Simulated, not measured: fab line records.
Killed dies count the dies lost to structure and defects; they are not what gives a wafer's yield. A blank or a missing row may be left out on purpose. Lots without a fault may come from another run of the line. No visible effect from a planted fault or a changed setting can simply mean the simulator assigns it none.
fab line records	flow nand_harc
record: lots: 6	wafers: 18	last_day: 27
route steps=1159 shown A_STAIRCASE@536 END@1159
lots with no fault: from the same line, run without faults
start_h: hours from the record's first day to the start of the lot's first wafer shown	wait_h: hours since the lot's step before	" as in the row above	L1.1+2: a row that stands for several wafers	- either no value or no given start	* or withheld: withheld	< > ~ a bound
route shown NAME@n: a module of which the file shows steps, and the number in the route of the first	usual: mean and standard deviation over wafers with no fault	same: alike in all rows	chamber/n: place in a boat	sites: the reading at each site	_std_site: the standard deviation of these	_edge_site: mean of outer sites minus mean of inner sites	radius_mm: for every site, how far away it sits from the centre of the wafer	mask NAME#n: copy n	behind: the last tool/chamber to shape the wafer	hold: what put the lot on hold/how long, in hours/how the hold closed	device: which transistor (n, p or np) failed to switch	end of line: at the end of the route, the tests of the same wafers	a step without rows: its recipe alone	killed: count of dies lost to structure and defects at first sort (not the wafer's yield)	map: per-die view of a wafer (x killed, . not killed, _ where there is no die)
set.NAME: the setting that was run; set.NAME@STEP: the one run at that earlier step	model.NAME: the simulator's own value behind a step, which no gauge read
lots at some steps of the route; a table a step, a row a wafer
services: the hour from which a tool's chamber was out of use, counted from the record's first day as start_h (under 0 if before that day), plus the number of hours and why
== steps ==
step: NHARC_A_STAIRCASE_SRD_174
step: NHARC_A_STAIRCASE_DEHYDRATE_01
recipe: temp_c: 150	time_s: 120
step: NHARC_A_STAIRCASE_HMDS_02
recipe: time_s: 30
step: NHARC_A_STAIRCASE_COAT_03
recipe: spin_rpm: 1200
step: NHARC_A_STAIRCASE_SOFTBAKE_04
recipe: temp_c: 135	time_s: 170
step: NHARC_A_STAIRCASE_EBR_05
step: NHARC_A_STAIRCASE_EXPOSE_06
recipe: na: 0.5	dose_mj: 25.43	mask_id: STAIR
step: NHARC_A_STAIRCASE_PEB_07
recipe: peb_temp_c: 115	peb_time_s: 130
step: NHARC_A_STAIRCASE_DEVELOP_08
recipe: time_s: 140
step: NHARC_A_STAIRCASE_HARDBAKE_10
recipe: temp_c: 120	time_s: 140
step: NHARC_A_STAIRCASE_DESCUM_11
recipe: time_s: 3	o2_flow_sccm: 200	ar_flow_sccm: 0	bias_power_w: 0	chemistry: O2
step: NHARC_A_STAIRCASE_TRIM_12
recipe: time_s: 211.2	o2_flow_sccm: 500	ar_flow_sccm: 0	bias_w: 0	chemistry: O2
usual: chamber_pressure_mTorr: 60.00/0.058	drypump_motor_current_A: 5.5/0.39	oes_product_au: 1.001/0.0089	rf_vpp_V: 57.6/0.94	showerhead_plenum_p_Torr: 3.51/0.15	throttle_valve_pct: 17.037/0.0087
lot.wafer	tool	chamber	start_h	wait_h	chamber_pressure_mTorr	drypump_motor_current_A	oes_product_au	rf_hours_counter_h	rf_vpp_V	showerhead_plenum_p_Torr	throttle_valve_pct
L148.2	rie_diel-13	0	251.52	0.1	59.95	5.4	0.998	51	58.2	3.60	17.031
L148.5	"	1	"	"	60.00	5.4	0.990	-	57.0	3.46	17.030
L148.6	"	2	"	"	59.93	5.7	0.993	-	57.9	3.34	17.023
L149.3	rie_diel-09	2	252.03	0.1	59.94	5.3	0.989	65	57.4	3.56	17.035
L149.2	"	3	"	"	59.98	5.3	0.994	64	58.7	3.56	17.046
L149.5	"	0	"	"	60.11	4.9	0.994	-	57.6	3.36	17.054
L158.1	rie_diel-13	3	308.67	0.1	60.09	6.6	0.993	8	57.7	3.80	17.036
L158.3	"	0	"	"	59.98	5.4	1.009	9	57.7	3.59	17.043
L158.5	"	3	"	"	60.02	6.6	0.991	-	57.3	3.80	17.042
L160.4	rie_diel-09	1	309.07	0.1	59.97	5.4	0.992	11	57.1	3.80	17.028
L160.1	"	2	"	"	60.02	5.3	0.994	15	56.9	3.55	17.028
L160.3	"	0	"	"	59.96	4.8	0.996	16	56.4	3.35	17.039
L157.1	rie_diel-09	1	312.71	0.1	60.06	5.4	0.986	12	59.2	3.80	17.030
L157.2	"	2	"	"	59.99	5.3	0.999	16	59.5	3.55	17.038
L157.3	"	3	"	"	60.05	5.3	0.998	19	58.3	3.54	17.037
L168.3	rie_diel-11	3	361.04	0.2	60.04	5.7	1.011	62	56.7	3.44	17.040
L168.1	"	0	"	"	59.99	5.5	1.031	61	57.5	3.31	17.023
L168.4	"	1	"	"	59.97	5.7	1.018	57	57.6	3.55	17.042
step: NHARC_A_STAIRCASE_ETCH_13
recipe: target_depth_a: 1000	time_s: 40.5	ion_energy_ev: 400	c4f8_flow_sccm: 20	o2_flow_sccm: 10	ar_flow_sccm: withheld	rf_w: 600	bias_w: 1000	chemistry: C4F8/O2
usual: chamber_pressure_mTorr: 24.998/0.026	oes_product_au: 0.937/0.012	rf_vpp_V: 895/5.5
lot.wafer	tool	chamber	start_h	wait_h	chamber_pressure_mTorr	oes_product_au	rf_hours_counter_h	rf_vpp_V
L148.2	rie_diel-13	1	-	-	25.029	0.943	51	893
L148.5	"	3	"	"	24.956	0.942	-	886
L148.6	"	0	"	"	25.002	0.929	-	900
L149.2	rie_diel-09	1	-	-	24.999	0.949	63	886
L149.3	"	2	"	"	24.967	0.936	65	897
L149.5	"	0	"	"	25.008	0.934	-	891
L158.3	rie_diel-13	2	-	-	24.976	0.978	9	888
L158.1	"	0	"	"	24.990	0.945	9	896
L158.5	"	3	"	"	25.018	0.947	-	907
L160.1	rie_diel-09	0	-	-	25.002	0.962	16	889
L160.4	"	2	"	"	25.007	0.946	15	896
L160.3	"	3	"	"	25.016	0.968	18	896
L157.3	rie_diel-09	0	-	-	25.047	0.921	17	890
L157.1	"	1	"	"	24.999	0.932	12	905
L157.2	"	2	"	"	24.988	0.928	16	897
L168.4	rie_diel-11	3	-	-	24.999	0.946	62	892
L168.3	"	0	"	"	25.026	0.946	61	887
L168.1	"	1	"	"	25.023	0.945	57	898
step: NHARC_A_STAIRCASE_TRIM_14
recipe: time_s: 211.2	o2_flow_sccm: 500	ar_flow_sccm: 0	bias_w: 0	chemistry: O2
usual: chamber_pressure_mTorr: 60.01/0.052	drypump_motor_current_A: 5.5/0.37	oes_product_au: 1.001/0.0084	rf_vpp_V: 57.7/0.96	showerhead_plenum_p_Torr: 3.49/0.14	throttle_valve_pct: 17.037/0.0089
lot.wafer	tool	chamber	start_h	wait_h	chamber_pressure_mTorr	drypump_motor_current_A	oes_product_au	rf_hours_counter_h	rf_vpp_V	showerhead_plenum_p_Torr	throttle_valve_pct
L148.2	rie_diel-13	0	-	-	59.94	5.4	0.993	51	57.1	3.60	17.034
L148.5	"	0	"	"	60.05	5.4	0.991	-	59.0	3.60	17.016
L148.6	"	1	"	"	60.06	5.4	1.001	-	58.5	3.45	17.037
L149.3	rie_diel-09	3	-	-	59.98	5.2	0.996	64	58.5	3.56	17.029
L149.2	"	0	"	"	59.99	4.9	0.990	63	57.7	3.36	17.036
L149.5	"	2	"	"	59.98	5.3	0.989	-	59.5	3.56	17.042
L158.1	rie_diel-13	3	-	-	60.06	6.5	1.000	8	58.6	3.80	17.027
L158.3	"	0	"	"	59.92	5.4	1.000	9	58.4	3.59	17.044
L158.5	"	2	"	"	60.01	5.7	1.004	-	56.3	3.33	17.036
L160.4	rie_diel-09	3	-	-	60.10	5.2	1.010	18	58.3	3.55	17.051
L160.1	"	1	"	"	59.95	5.4	1.000	11	59.6	3.80	17.037
L160.3	"	2	"	"	60.02	5.3	0.990	15	57.7	3.55	17.043
L157.1	rie_diel-09	3	-	-	59.99	5.2	1.000	19	56.8	3.55	17.041
L157.2	"	1	"	"	60.00	5.4	0.989	12	58.8	3.80	17.033
L157.3	"	2	"	"	59.97	5.3	0.992	16	58.1	3.55	17.031
L168.4	rie_diel-11	1	-	-	60.03	5.7	1.014	57	57.7	3.55	17.034
L168.1	"	2	"	"	60.10	5.8	1.013	61	57.9	3.44	17.044
L168.3	"	3	"	"	60.03	5.8	0.987	62	57.5	3.44	17.041
step: NHARC_A_STAIRCASE_ETCH_15
recipe: target_depth_a: 1000	time_s: 40.5	ion_energy_ev: 400	c4f8_flow_sccm: 20	o2_flow_sccm: 10	ar_flow_sccm: withheld	rf_w: 600	bias_w: 1000	chemistry: C4F8/O2
usual: chamber_pressure_mTorr: 25.002/0.026	oes_product_au: 0.941/0.011	rf_vpp_V: 895/5.5
lot.wafer	tool	chamber	start_h	wait_h	chamber_pressure_mTorr	oes_product_au	rf_hours_counter_h	rf_vpp_V
L148.2	rie_diel-13	0	-	-	25.040	0.944	51	898
L148.6	"	1	"	"	24.939	0.946	-	893
L148.5	"	2	"	"	24.986	0.955	-	888
L149.3	rie_diel-09	3	-	-	24.950	0.942	64	896
L149.2	"	0	"	"	25.001	0.952	63	890
L149.5	"	3	"	"	24.979	0.940	-	899
L158.1	rie_diel-13	2	-	-	24.989	0.960	9	888
L158.3	"	0	"	"	25.018	0.957	9	897
L158.5	"	1	"	"	25.032	0.940	-	893
L160.1	rie_diel-09	0	-	-	25.007	0.947	16	890
L160.3	"	2	"	"	25.003	0.941	15	897
L160.4	"	3	"	"	25.034	0.939	18	898
L157.1	rie_diel-09	3	-	-	25.005	0.929	20	895
L157.3	"	0	"	"	24.975	0.938	18	889
L157.2	"	1	"	"	24.971	0.942	12	906
L168.4	rie_diel-11	0	-	-	25.020	0.942	61	887
L168.1	"	1	"	"	24.981	0.932	58	898
L168.3	"	2	"	"	25.023	0.928	61	893
step: NHARC_A_STAIRCASE_TRIM_16
recipe: time_s: 211.2	o2_flow_sccm: 500	ar_flow_sccm: 0	bias_w: 0	chemistry: O2
step: NHARC_A_STAIRCASE_ETCH_17
recipe: target_depth_a: 1000	time_s: 40.5	ion_energy_ev: 400	c4f8_flow_sccm: 20	o2_flow_sccm: 10	ar_flow_sccm: withheld	rf_w: 600	bias_w: 1000	chemistry: C4F8/O2
step: NHARC_A_STAIRCASE_TRIM_18
recipe: time_s: 211.2	o2_flow_sccm: 500	ar_flow_sccm: 0	bias_w: 0	chemistry: O2
step: NHARC_A_STAIRCASE_ETCH_19
recipe: target_depth_a: 1000	time_s: 40.5	ion_energy_ev: 400	c4f8_flow_sccm: 20	o2_flow_sccm: 10	ar_flow_sccm: withheld	rf_w: 600	bias_w: 1000	chemistry: C4F8/O2
step: NHARC_A_STAIRCASE_TRIM_20
recipe: time_s: 211.2	o2_flow_sccm: 500	ar_flow_sccm: 0	bias_w: 0	chemistry: O2
step: NHARC_A_STAIRCASE_ETCH_21
recipe: target_depth_a: 1000	time_s: 40.5	ion_energy_ev: 400	c4f8_flow_sccm: 20	o2_flow_sccm: 10	ar_flow_sccm: withheld	rf_w: 600	bias_w: 1000	chemistry: C4F8/O2
step: NHARC_A_STAIRCASE_TRIM_22
recipe: time_s: 211.2	o2_flow_sccm: 500	ar_flow_sccm: 0	bias_w: 0	chemistry: O2
step: NHARC_A_STAIRCASE_ETCH_23
recipe: target_depth_a: 1000	time_s: 40.5	ion_energy_ev: 400	c4f8_flow_sccm: 20	o2_flow_sccm: 10	ar_flow_sccm: withheld	rf_w: 600	bias_w: 1000	chemistry: C4F8/O2
step: NHARC_A_STAIRCASE_TRIM_24
recipe: time_s: 211.2	o2_flow_sccm: 500	ar_flow_sccm: 0	bias_w: 0	chemistry: O2
step: NHARC_A_STAIRCASE_ETCH_25
recipe: target_depth_a: 1000	time_s: 40.5	ion_energy_ev: 400	c4f8_flow_sccm: 20	o2_flow_sccm: 10	ar_flow_sccm: withheld	rf_w: 600	bias_w: 1000	chemistry: C4F8/O2
usual: chamber_pressure_mTorr: 25.002/0.027	oes_product_au: 0.943/0.01	rf_vpp_V: 895/5.4
lot.wafer	tool	chamber	start_h	wait_h	chamber_pressure_mTorr	oes_product_au	rf_hours_counter_h	rf_vpp_V
L148.2	rie_diel-13	3	-	-	25.006	0.919	53	886
L148.6	"	1	"	"	24.992	0.926	-	893
L148.5	"	2	"	"	25.030	0.938	-	890
L149.2	rie_diel-09	0	-	-	24.987	0.944	64	890
L149.3	"	1	"	"	24.984	0.936	64	884
L149.5	"	0	"	"	24.971	0.932	-	890
L160.4	rie_diel-09	1	-	-	25.063	0.942	12	905
L160.1	"	2	"	"	25.007	0.937	16	896
L160.3	"	3	"	"	24.974	0.941	19	895
L158.3	rie_diel-13	2	-	-	24.955	0.942	9	889
L158.1	"	0	"	"	24.977	0.952	9	898
L158.5	"	2	"	"	25.020	0.944	-	889
L157.3	rie_diel-13	0	-	-	25.029	0.956	11	898
L157.1	"	1	"	"	25.000	0.935	12	892
L157.2	"	2	"	"	25.035	0.951	11	888
L168.1	rie_diel-13	1	-	-	25.018	0.953	29	893
L168.3	"	2	"	"	24.994	0.968	28	887
L168.4	"	3	"	"	25.001	0.954	27	904
step: NHARC_A_STAIRCASE_TRIM_26
recipe: time_s: 211.2	o2_flow_sccm: 500	ar_flow_sccm: 0	bias_w: 0	chemistry: O2
step: NHARC_A_STAIRCASE_ETCH_27
recipe: target_depth_a: 1000	time_s: 40.5	ion_energy_ev: 400	c4f8_flow_sccm: 20	o2_flow_sccm: 10	ar_flow_sccm: withheld	rf_w: 600	bias_w: 1000	chemistry: C4F8/O2
step: NHARC_A_STAIRCASE_STRIP_175
recipe: power_w: 1500	temp_c: 250	chemistry: O2
usual: drypump_motor_current_A: 5.8/0.51	heater_power_w: 356/22
lot.wafer	tool	chamber	start_h	wait_h	drypump_motor_current_A	heater_power_w	rf_hours_counter_h
L148.2	plasma_asher-02	1	254.25	0.1	6.5	371	21
L148.5	"	0	"	"	5.2	383	-
L148.6	"	1	"	"	6.5	364	-
L149.2	plasma_asher-01	0	254.53	0.3	5.7	323	50
L149.3	"	0	"	"	5.7	324	-
L149.5	"	0	"	"	5.8	328	-
L160.1	plasma_asher-02	1	311.20	0.1	6.5	365	43
L160.3	"	0	"	"	5.2	366	-
L160.4	"	1	"	"	6.5	359	-
L158.1	plasma_asher-01	0	311.43	0.3	5.7	328	9
L158.3	"	0	"	"	5.7	327	-
L158.5	"	0	"	"	5.7	326	-
L157.2	plasma_asher-02	0	315.14	0.1	5.2	376	44
L157.1	"	1	"	"	6.5	365	44
L157.3	"	0	"	"	5.2	375	-
L168.1	plasma_asher-01	0	366.09	1.5	5.7	338	27
L168.3	"	1	"	"	5.6	346	-
L168.4	"	0	"	"	5.8	330	-
step: NHARC_A_STAIRCASE_STRIP_148
recipe: time_s: 900	temp_c: 130	chemistry: SPM
step: NHARC_A_STAIRCASE_PRECLEAN_149
recipe: time_s: *	temp_c: 50	bath_age_min: 0	chemistry: SC1
step: NHARC_A_STAIRCASE_SRD_150
step: NHARC_A_STAIRCASE_DEHYDRATE_176
recipe: temp_c: 150	time_s: 120
step: NHARC_A_STAIRCASE_HMDS_177
recipe: time_s: 30
step: NHARC_A_STAIRCASE_COAT_178
recipe: spin_rpm: 1200
step: NHARC_A_STAIRCASE_SOFTBAKE_179
recipe: temp_c: 135	time_s: 170
step: NHARC_A_STAIRCASE_EBR_180
step: NHARC_A_STAIRCASE_EXPOSE_181
recipe: na: 0.5	dose_mj: 27.87	mask_id: STAIR_2
step: NHARC_A_STAIRCASE_PEB_182
recipe: peb_temp_c: 115	peb_time_s: 130
step: NHARC_A_STAIRCASE_DEVELOP_183
recipe: time_s: 140
step: NHARC_END_SORT_01
recipe: temp_c: 25
usual: killed_at_array: 28/11	killed_at_other: 0.9/1.2	killed_at_periphery: 2.6/2.1	killed_dies: 31/11	killed_open: 3.1/1.7	killed_short: 1.9/1.3
same: gross_dies: 677
lot.wafer	tool	chamber	start_h	wait_h	killed_at_array	killed_at_other	killed_at_periphery	killed_dies	killed_open	killed_short
L160.1	prober-02	0	556.87	2.5	32	1	5	38	7	0
L160.4	prober-02	0	559.26	3.4	94	1	0	95	4	2
L157.1	prober-01	0	572.49	2.5	105	0	0	105	0	3
killed by level:class
L160.1 A_CHANNEL_HOLE_D1:chamber_film_flake=21 A_CONTACT:chamber_film_flake=7 P_M0:geometric_particle:open=3 A_STAIRCASE:chamber_film_flake=2 P_CONTACT:geometric_particle:open=1 A_WL_FILL:geometric_particle:open=1 A_M0:geometric_particle:open=1 STARTING-WAFER:geometric_particle:open=1
L160.4 A_STAIRCASE:unspecified=62 A_CHANNEL_HOLE_D1:chamber_film_flake=19 A_CONTACT:chamber_film_flake=6 A_CONTACT:geometric_particle:open=2 A_SOURCE_PLATE:geometric_particle:open=1 A_CHANNEL_HOLE_D1:geometric_particle:short=1 A_WL_FILL:geometric_particle:short=1 A_M0:geometric_particle:open=1
L157.1 A_STAIRCASE:unspecified=66 A_CHANNEL_HOLE_D1:chamber_film_flake=20 A_SLIT:chamber_film_flake=13 A_CHANNEL_HOLE_D1:geometric_particle:short=1 A_SGD_CUT:geometric_particle:short=1 A_CONTACT:geometric_particle:short=1 A_STAIRCASE:chamber_film_flake=1 A_CHANNEL_FILL_D1:chamber_film_flake=1
map L157.1 (x killed, . not)
____________.____________
_________......._________
_______..........._______
______.............______
_____...........x..._____
____.................____
____................x____
___..................x___
___................xxx___
__.................xxxx__
__..........x.x....xxxx__
_..................xxxxx_
_..........xxx....xxxxxx_
_........x........xxxxxx_
_x........xxxx.....xxxxx_
_........x.xxxxx.xxxxxxx_
...........xx.x...xxxxxxx
.............x.....xxxxxx
............x......xxxxxx
.....................xxxx
.....................x.x.
_......................._
_x...x.................._
_......................._
_..........xx.x........._
_.............xx........_
__..........xx.........__
__..........x.xx.......__
___.........x.x.......___
___............x......___
____.................____
____.................____
_____..............._____
______.............______
_______..........._______
_________......._________
____________.____________
map L160.4 (x killed, . not)
____________.____________
_________......._________
_______.........x._______
______.............______
_____..x............_____
____..x..........x...____
____x..xxxx........x.____
___.xxxxx.x........x.x___
___....xx..........x.x___
__....xx...........xxxx__
__......x..........xxxx__
_.........x....x..xxxxxx_
_....x...x......x.xxxxxx_
_.................xxxxxx_
_..................xxxxx_
_..................xxxxx_
...................xxxxxx
...................xxxxxx
x...................xxxxx
.x.....x...........xxxxxx
....................x..x.
_x......................_
_......................._
_......................._
_......................._
_......................._
__.....................__
__.....................__
___...................___
___...................___
____.................____
____.................____
_____..............._____
______.............______
_______..........._______
_________......._________
____________.____________
== services ==
tool	chamber	start_h	hours	kind
rie_diel-09	0	233.28	-	clean
rie_diel-09	1	233.28	-	clean
rie_diel-09	2	233.28	-	clean
rie_diel-09	3	233.28	-	clean
rie_diel-11	1	241.89	9.1	repair
rie_diel-09	-	254.15	9.0	pm
rie_diel-09	0	254.15	9.0	vent_cycle
rie_diel-09	1	254.15	9.0	vent_cycle
rie_diel-09	2	254.15	9.0	vent_cycle
rie_diel-09	3	254.15	9.0	vent_cycle
rie_diel-09	0	263.15	-	clean
rie_diel-09	1	263.15	-	clean
rie_diel-09	1	263.15	-	consumable_replace:showerhead
rie_diel-09	2	263.15	-	clean
rie_diel-09	3	263.15	-	clean
plasma_asher-01	-	276.00	9.0	pm
rie_diel-13	-	276.20	9.0	pm
rie_diel-09	0	287.65	-	clean
rie_diel-09	1	287.65	-	clean
rie_diel-09	2	287.65	-	clean
rie_diel-09	3	287.65	-	clean
rie_diel-09	1	290.16	10.6	repair
rie_diel-09	-	350.67	2.0	repair
plasma_asher-02	-	360.35	9.0	pm
== key ==
first_sign: step: NHARC_END_SORT_01	reading: killed_at_array	direction: up	sigmas: 6.7	usual: 28	struck: 100
effect: step: NHARC_END_SORT_01	reading: killed_dies	direction: up	sigmas: 6.4	usual: 31	struck: 100
more_kills_born_at: NHARC_A_STAIRCASE_TRIM_12@rie_diel-09: 128
met_at NHARC_A_STAIRCASE_TRIM_12
struck_wafers L157.1,L160.4
tester_left_out L157,L160
fault: kind: chamber_particle_source	tool: rie_diel-09	chamber: 1	onset_h: 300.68	steps: NHARC_A_STAIRCASE_TRIM_12	rate_per_visit_cm2: 2.05	end_h: 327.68
tester_left_out: of these lots the tester's yield and bins aren't shown, on N5 and GAA mostly nor the transistor test; their killed dies are dies lost to structure and defects alone, not to doping, threshold or leakage, so they don't give the yield
